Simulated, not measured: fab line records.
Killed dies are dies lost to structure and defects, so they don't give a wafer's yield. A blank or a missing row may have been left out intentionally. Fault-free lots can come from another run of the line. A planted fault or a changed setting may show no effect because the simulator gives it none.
Which of the tools did it? || flow n5Finfet || 12 lots with 36 wafers sampled at 3 steps, on a route of 1938 steps

== WHAT THE GAUGES SHOWED, per wafer ==
N5_BEOL_M10_THK_MEAS_01. Usual: M10_ILD_THK typically reads 268 nm, with standard deviation 3.1.
{"lot": "L823", "measured": "day 10 16:29", "on": "filmMetro-02", "M10_ILD_THK (nm)": "267 265 265", "flag": ""}
{"lot": "L827", "measured": "day 11 04:37", "on": "filmMetro-01", "M10_ILD_THK (nm)": "267 272 268", "flag": ""}
{"lot": "L826", "measured": "day 11 09:08", "on": "filmMetro-01", "M10_ILD_THK (nm)": "267 270 270", "flag": ""}
{"lot": "L828", "measured": "day 11 15:01", "on": "filmMetro-02", "M10_ILD_THK (nm)": "262 264 266", "flag": ""}
{"lot": "L829", "measured": "day 11 23:40", "on": "filmMetro-02", "M10_ILD_THK (nm)": "267 265 269", "flag": ""}
{"lot": "L831", "measured": "day 12 18:22", "on": "filmMetro-02", "M10_ILD_THK (nm)": "270 271 270", "flag": ""}
{"lot": "L832", "measured": "day 13 02:23", "on": "filmMetro-02", "M10_ILD_THK (nm)": "264 268 271", "flag": ""}
{"lot": "L833", "measured": "day 13 12:20", "on": "filmMetro-02", "M10_ILD_THK (nm)": "267 270 267", "flag": ""}
{"lot": "L836", "measured": "day 13 12:49", "on": "filmMetro-02", "M10_ILD_THK (nm)": "264 268 269", "flag": ""}
{"lot": "L837", "measured": "day 14 05:13", "on": "filmMetro-02", "M10_ILD_THK (nm)": "260 265 269", "flag": ""}
{"lot": "L838", "measured": "day 14 08:26", "on": "filmMetro-01", "M10_ILD_THK (nm)": "267 271 270", "flag": ""}
{"lot": "L844", "measured": "day 15 16:00", "on": "filmMetro-01", "M10_ILD_THK (nm)": "267 269 271", "flag": ""}

N5_BEOL_M10_INSPECT_13: inspects for defects (brightfield). Usual: rawDefectCount 388, standard deviation 81.
{"lot": "L823", "measured": "day 10 18:14", "on": "defectInspect-02", "rawDefectCount": "309 228 394", "flag": ""}
{"lot": "L827", "measured": "day 11 05:30", "on": "defectInspect-02", "rawDefectCount": "386 597 363", "flag": ""}
{"lot": "L826", "measured": "day 11 11:46", "on": "defectInspect-02", "rawDefectCount": "494 548 423", "flag": ""}
{"lot": "L828", "measured": "day 11 16:07", "on": "defectInspect-02", "rawDefectCount": "323 335 347", "flag": ""}
{"lot": "L829", "measured": "day 12 01:22", "on": "defectInspect-01", "rawDefectCount": "260 374 271", "flag": ""}
{"lot": "L831", "measured": "day 12 19:23", "on": "defectInspect-02", "rawDefectCount": "437 415 441", "flag": ""}
{"lot": "L832", "measured": "day 13 04:49", "on": "defectInspect-02", "rawDefectCount": "353 325 413", "flag": ""}
{"lot": "L833", "measured": "day 13 12:53", "on": "defectInspect-02", "rawDefectCount": "378 324 341", "flag": ""}
{"lot": "L836", "measured": "day 13 15:45", "on": "defectInspect-02", "rawDefectCount": "339 367 419", "flag": ""}
{"lot": "L837", "measured": "day 14 07:23", "on": "defectInspect-01", "rawDefectCount": "295 355 333", "flag": ""}
{"lot": "L838", "measured": "day 14 09:28", "on": "defectInspect-01", "rawDefectCount": "352 317 341", "flag": ""}
{"lot": "L844", "measured": "day 15 18:25", "on": "defectInspect-01", "rawDefectCount": "237 351 324", "flag": ""}

== WHAT TOOL EACH LOT RAN ON (gives the tool, then ch and the chambers of the sampled wafers, and finally the start) ==
{"lot": "L823", "N5_BEOL_M10_HM_DEP_02": "pvdSputter-01, day 10 17:40"}
{"lot": "L827", "N5_BEOL_M10_HM_DEP_02": "pvdSputter-03, day 11 04:57"}
{"lot": "L826", "N5_BEOL_M10_HM_DEP_02": "pvdSputter-03, day 11 11:13"}
{"lot": "L828", "N5_BEOL_M10_HM_DEP_02": "pvdSputter-01, day 11 15:34"}
{"lot": "L829", "N5_BEOL_M10_HM_DEP_02": "pvdSputter-02, day 12 00:49"}
{"lot": "L831", "N5_BEOL_M10_HM_DEP_02": "pvdSputter-02, day 12 18:57"}
{"lot": "L832", "N5_BEOL_M10_HM_DEP_02": "pvdSputter-02, day 13 04:16"}
{"lot": "L833", "N5_BEOL_M10_HM_DEP_02": "pvdSputter-01, day 13 12:27"}
{"lot": "L836", "N5_BEOL_M10_HM_DEP_02": "pvdSputter-01, day 13 15:13"}
{"lot": "L837", "N5_BEOL_M10_HM_DEP_02": "pvdSputter-03, day 14 06:50"}
{"lot": "L838", "N5_BEOL_M10_HM_DEP_02": "pvdSputter-03, day 14 08:55"}
{"lot": "L844", "N5_BEOL_M10_HM_DEP_02": "pvdSputter-02, day 15 17:52"}
- N5_BEOL_M10_HM_DEP_02: deposits TiN, target thk 20 nm.

== WHAT THE TOOLS THEMSELVES READ (means of the sampled wafers that have a number; where no wafer has one, the mark that the record gives instead) ==
N5_BEOL_M10_HM_DEP_02. Usual: throttleValvePct 29.8 %, standard deviation 0.84.
{"lot": "L823", "tool": "pvdSputter-01", "throttleValvePct (%)": 30.1, "flag": ""}
{"lot": "L827", "tool": "pvdSputter-03", "throttleValvePct (%)": 30.2, "flag": ""}
{"lot": "L826", "tool": "pvdSputter-03", "throttleValvePct (%)": 30.2, "flag": ""}
{"lot": "L828", "tool": "pvdSputter-01", "throttleValvePct (%)": 30.0, "flag": ""}
{"lot": "L829", "tool": "pvdSputter-02", "throttleValvePct (%)": 29.0, "flag": ""}
{"lot": "L831", "tool": "pvdSputter-02", "throttleValvePct (%)": 29.2, "flag": ""}
{"lot": "L832", "tool": "pvdSputter-02", "throttleValvePct (%)": 29.5, "flag": ""}
{"lot": "L833", "tool": "pvdSputter-01", "throttleValvePct (%)": 30.3, "flag": ""}
{"lot": "L836", "tool": "pvdSputter-01", "throttleValvePct (%)": 30.6, "flag": ""}
{"lot": "L837", "tool": "pvdSputter-03", "throttleValvePct (%)": 30.2, "flag": ""}
{"lot": "L838", "tool": "pvdSputter-03", "throttleValvePct (%)": 29.9, "flag": ""}
{"lot": "L844", "tool": "pvdSputter-02", "throttleValvePct (%)": 29.3, "flag": ""}

== THE ANSWER, worked out from the rows above alone ==
Rule: a lot counts as off when the mean over its wafers that have a number is more than 3 standard deviations away from the usual mean. Also off: a lot with no number at a reading for which 4 or more lots have one. Any other lot the step has rows for is counted as sound. After the gauges, taken in route order, come the tools' own readings; for these a lot's mean is taken, as printed above. The first step at which some lot is off is used, and at that step the reading that is off furthest; a lot without a number counts as furthest.
No lot is off at any reading shown: from this, nothing can be told.

== WHAT WAS PUT IN BY THE SIMULATOR ==
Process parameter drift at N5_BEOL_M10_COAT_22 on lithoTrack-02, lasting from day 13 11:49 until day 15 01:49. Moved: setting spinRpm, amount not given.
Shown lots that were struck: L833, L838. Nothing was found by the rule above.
